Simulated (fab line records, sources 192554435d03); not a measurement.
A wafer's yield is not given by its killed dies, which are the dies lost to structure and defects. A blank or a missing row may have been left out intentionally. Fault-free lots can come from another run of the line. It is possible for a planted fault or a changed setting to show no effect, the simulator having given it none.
A lot that was struck, set against a sound lot ; flow n5_finfet ; 40 out of 1938 route steps
Sound: the wafers L491.1, L491.2, L491.3. Struck: wafer L481.4. (L481.1, L481.6 of the same lot were not struck and are left out.) The cause comes at the end.
Per side, at each step with rows, come the tool, then ch with its chambers, and then its first start. Under that, the readings that differ: sound wafers ; struck wafers ; difference of the means ; sigmas: that difference in standard deviations of wafers without a fault.
alike: a reading whose means differ by less than 2 such deviations, as well as words and numbers matching on both sides. not compared: withheld readings; readings where some wafer has no value; bounds like >300 that might hide an equal value; numbers whose values overlap and for which the record gives no deviation.
A row with sigmas, a row that says differs or no value, or rows on one side alone: a step with any of these is where the two part. Numbers that don't overlap but have no deviation are shown without sigmas and don't part them. A reading that every wafer of one side lacks parts them only if that side has two wafers or more.

first, 9 steps without rows for these wafers: N5_BEOL_M4_ANNEAL_95 (time 240 s); N5_BEOL_M4_SPUTTER_96 (material Cu, target thk 4.5 nm, time 8.29 s); N5_BEOL_M4_ECD_50 (material Cu, target thk 300 nm); N5_BEOL_M4_ANNEAL_51 (time 90 s); N5_BEOL_M4_CMP_52 (polishes, stops on SiOC, t overpolish 6.8 s, target thk 40 nm); N5_BEOL_M4_PRE_CLEAN_60 (time 15 s); N5_BEOL_M4_CO_CAP_55 (material Co, precursor CCTBA/H2, target thk 2 nm, time 102.1 s); N5_BEOL_M4_PRE_CLEAN_56 (time 15 s); N5_BEOL_M4_DEP_57 (deposits SiCN from 3MS/NH3, target thk 8 nm, time 14 s).
N5_BEOL_M4_RC_MEAS_101:
  sound on prober-02 ch 0, day 16 07:24; struck on prober-01 ch 0, day 13 02:28
  alike: DIBL_N, DIBL_P, IOFF_N, IOFF_P, ION_N, ION_P, SS_N, SS_P, VT_N, VT_P
then, 24 steps without rows for these wafers: N5_BEOL_M5_ILD_DEP_00 (deposits SiCOH lowk from DEMS/porogen, target thk 140.64 nm, time 25.9 s); N5_BEOL_M5_CURE_79 (cures SiCOH lowk, time 240 s); N5_BEOL_M5_PECVD_70 (deposits SiO2 from TEOS/O2, target thk 16 nm, time 18 s); N5_BEOL_M5_HM_DEP_02 (deposits TiN, target thk 20 nm); N5_BEOL_M5_COAT_59 (time 60 s, resist thk 60 nm); N5_BEOL_M5_COAT_60 (time 60 s, resist thk 12 nm); N5_BEOL_M5_COAT_71 (time 60 s, resist thk 5 nm); N5_BEOL_M5_COAT_05 (resist thk 30 nm); N5_BEOL_M5_EBR_07; N5_BEOL_M5_SOFTBAKE_06 (time 60 s); N5_BEOL_M5_EXPOSE_08 (exposes mask M5, target cd 28 nm); N5_BEOL_M5_PEB_09 (peb time 60 s); N5_BEOL_M5_DEVELOP_10 (develop time 30 s); N5_BEOL_M5_DESCUM_16 (chemistry O2, time 7 s); N5_BEOL_M5_ETCH_72 (etches underlayer in N2/H2, target depth 6.5 nm, time 5.2 s); N5_BEOL_M5_ETCH_61 (etches SiARC in CF4, target depth 15.6 nm, time 26 s); N5_BEOL_M5_ETCH_62 (etches SOC in N2/H2, target depth 75 nm, overetch 15 nm, time 112.5 s); N5_BEOL_M5_STRIP_63 (strips in N2/H2); N5_BEOL_M5_STRIP_73 (strips in N2/H2); N5_BEOL_M5_STRIP_64 (strips in CF4); N5_BEOL_M5_HM_OPEN_17 (chemistry Cl2/BCl3, target TiN, target depth 20 nm, overetch 6 nm); N5_BEOL_M5_STRIP_19 (strips in O2); N5_BEOL_M5_COAT_65 (time 60 s, resist thk 60 nm); N5_BEOL_M5_COAT_66 (time 60 s, resist thk 12 nm).
-- the record jumps here: 3 days lie between the struck wafers' starts before and after (it left off in module BEOL_M5 and takes up again in module BEOL_M11, whose first step shown is number 1554 of the route) --
N5_BEOL_M11_ETCH_62: etches SOC in N2/H2, target depth 110 nm, overetch 22 nm, time 165 s.
  sound on rie_diel-02 ch 0,1,2, day 18 19:29; struck on rie_diel-02 ch 2, day 15 16:35
reading;sound;struck;difference;sigmas
model.etch.depth_nm (nm);99.89 99.7 99.69;70.72;-29.04;
model.SiARC_of_BEOL_M11_COAT_60.thk_nm (nm);23.6 23.6 23.6;26.6;+3.0;
model.BEOL_M11.cd_offset_nm (nm);0.2 1.2 0.6;-2;-3;
  alike: drypump_motor_current_A, oes_product_au, rf_vpp_V, showerhead_plenum_p_Torr, temp_c, throttle_valve_pct
  not compared: rf_hours_counter_h
N5_BEOL_M11_HM_OPEN_17: chemistry Cl2/BCl3, target TiN, target depth 20 nm, overetch 6 nm.
  sound on rie_metal-02 ch 0,1, day 18 19:40; struck on rie_metal-03 ch 1, day 15 16:52
reading;sound;struck;difference;sigmas
oes_product_au (a.u.);0.67 0.74 0.67;0.28;-0.41;-6
model.BEOL_M11.cd_offset_nm (nm);0.2 1.2 0.6;-2;-3;
  alike: drypump_motor_current_A, he_backside_leak_sccm, throttle_valve_pct
  not compared: rf_hours_counter_h
N5_BEOL_M11_CD_MEAS_18: pitch 140 nm, target cd 70 nm.
  struck on cd_sem-02, day 15 17:42; sound on cd_sem-01, day 18 19:51
  not compared: cd_nm
N5_BEOL_M11_VIA_ETCH_34: etches SiCOH lowk in C4F6/O2, target depth 184.5 nm, time 69.2 s.
  sound on rie_diel-03 ch 0,1,2, day 18 21:01; struck on rie_diel-05 ch 2, day 15 19:17
reading;sound;struck;difference;sigmas
oes_product_au (a.u.);0.68 0.75 0.93;0.32;-0.47;-5
  alike: drypump_motor_current_A, rf_vpp_V, showerhead_plenum_p_Torr, throttle_valve_pct
  not compared: rf_hours_counter_h
N5_BEOL_M11_OCD_MEAS_38:
  struck on ocd-01, day 15 19:34; sound on ocd-02, day 18 21:18
  not compared: trench_depth_nm
N5_PASSIVATION_PROBE_49:
  struck on prober-02, day 17 13:10; sound on prober-01, day 20 13:13
reading;sound;struck;difference;sigmas
defect_limited_yield (%);92.8 93.6 92.7;0;-93;-72
killed_at_M4_up;9 13 17;1091;+1078;+99 or more
killed_at_contacts;11 4 15;27;+17;+3
killed_dies;85 76 86;1180;+1098;+73
killed_on_rim;7 12 16;152;+140;+38
sort_bin_5_function (%);4.2 3.8 4.2;95.7;+91.6;+99 or more
sort_bin_6_memory (%);3.1 2.4 3.1;4.2;+1.3;+2
sort_n_pass;1095 1104 1094;0;-1098;-73
sort_yield_pct (%);92.8 93.6 92.7;0;-93;-72
  alike: killed_at_M0_to_M3, killed_at_front_end, killed_at_other, killed_open, killed_short

## WHERE THEY PART
At N5_BEOL_M11_HM_OPEN_17 first; at N5_PASSIVATION_PROBE_49 last (within this record only).

WHY: whatever the simulator had introduced
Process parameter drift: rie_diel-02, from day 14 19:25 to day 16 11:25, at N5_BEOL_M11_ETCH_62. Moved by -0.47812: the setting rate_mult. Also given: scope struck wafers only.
